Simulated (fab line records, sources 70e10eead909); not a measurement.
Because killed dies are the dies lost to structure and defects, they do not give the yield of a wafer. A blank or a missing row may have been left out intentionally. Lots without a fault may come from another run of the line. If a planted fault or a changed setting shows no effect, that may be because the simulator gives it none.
Problem report in the 8D (eight disciplines) form, filled by code | flow nand-harc | the parts of the form that need people (team, actions taken, sign-off) are left out

1. WHAT WENT WRONG
At NHARC_END_SORT_01, sort_bin_3_pct averages 3.6 % over 6 wafers from 2 lots, while fault-free wafers read 0.6 %, standard deviation 0.38. That puts it +7.8 standard deviations away from the usual mean.
The first sign was on wafer L291.1 at day 28 04:58, on prober-01. At this step, 33 wafers from 11 lots have a number in the record. Rule for "out", or "out of limits": more than 4 standard deviations from the usual mean. The rest of the wafers with a number are treated as sound.

2. WHAT IT IS AND WHAT IT IS NOT
question                    | is                     | is not
which readings at this step | sort_bin_3_pct         | killed-at-periphery, killed-open
which lots                  | L291, L294             | L282, L285, L286, L288, L300, L301, L302, L303, L304
which wafers of those lots  | all that have a number | -
read on which gauges        | prober-01              | prober-02
when                        | from day 28 04:58      | up to then (12 sound wafers); but 15 sound wafers of L300, L301, L302, L303, L304 came after

3. THE SUSPECTS, EACH WITH WHAT RULES IT OUT
Counting: any tool at a process step up to the reading is kept as a suspect provided that every lot that is out went through it and no sound lot did after the first of them.
- the gauge at NHARC_END_SORT_01: kept. All the wafers that are out were read on prober-01, and no step on other tools shows them out.
- pvd-sputter-01 at NHARC_A_BONDPAD_PVD_27 (deposits Cu, target thk 30 nm, time 20.49 s): ruled out as a lasting fault. After its first lot that is out, L291 (day 26 21:58), sound lots L304 ran on it.
- rie-diel-07 at NHARC_THIN_TSV_DESCUM_35 (chemistry O2, time 3 s): ruled out as a lasting fault. After its first lot that is out, L291 (day 27 17:32), sound lots L301, L300 ran on it.
The count leaves prober-01 at NHARC_END_SORT_01.

4. THE CAUSE (what the simulator had put in)
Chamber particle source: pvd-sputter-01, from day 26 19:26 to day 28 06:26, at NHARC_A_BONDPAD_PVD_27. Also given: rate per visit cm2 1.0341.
The count ruled it out by mistake, since the rule takes a fault to strike every lot its tool runs from the start of the fault on, and this one did not do so.

5. SEQUENCE OF EFFECTS, ordered by route
Each row: a reading whose mean over the struck wafers that have a number lies more than 3 standard deviations from the usual. Readings are gone through only where the record gives a usual standard deviation; hours: the median, over the lots, of the time from a lot's start at the first step in this table giving one to that lot's start at this step; sigmas: the change measured in usual standard deviations.
hours | step              | reading              | usual  | on struck wafers | change | sigmas
0     | NHARC_END_SORT_01 | defect-limited-yield | 91.9 % | 82.0             | -9.9   | -3.4
0     | NHARC_END_SORT_01 | killed-at-array      | 50     | 116              | +66    | +3.3
0     | NHARC_END_SORT_01 | killed-dies          | 55     | 122              | +67    | +3.3
0     | NHARC_END_SORT_01 | sort_bin_2_pct       | 2.9 %  | 8.0              | +5.1   | +3.9
0     | NHARC_END_SORT_01 | sort_bin_3_pct       | 0.6 %  | 3.6              | +3.0   | +7.8
0     | NHARC_END_SORT_01 | sort-n-pass          | 622    | 555              | -67    | -3.3
0     | NHARC_END_SORT_01 | sort-yield-pct       | 91.9 % | 82.0             | -9.9   | -3.4

6. WHAT WOULD HAVE CAUGHT IT SOONER
In this record the first reading out of limits at a measuring or inspecting step was taken at day 28 04:58, 34 hours after the fault began at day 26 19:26.
An alarm limit of 4 standard deviations would not have fired on the tool readings at NHARC_A_BONDPAD_PVD_27 for which the record gives a usual standard deviation, since none of them was out on any struck wafer.
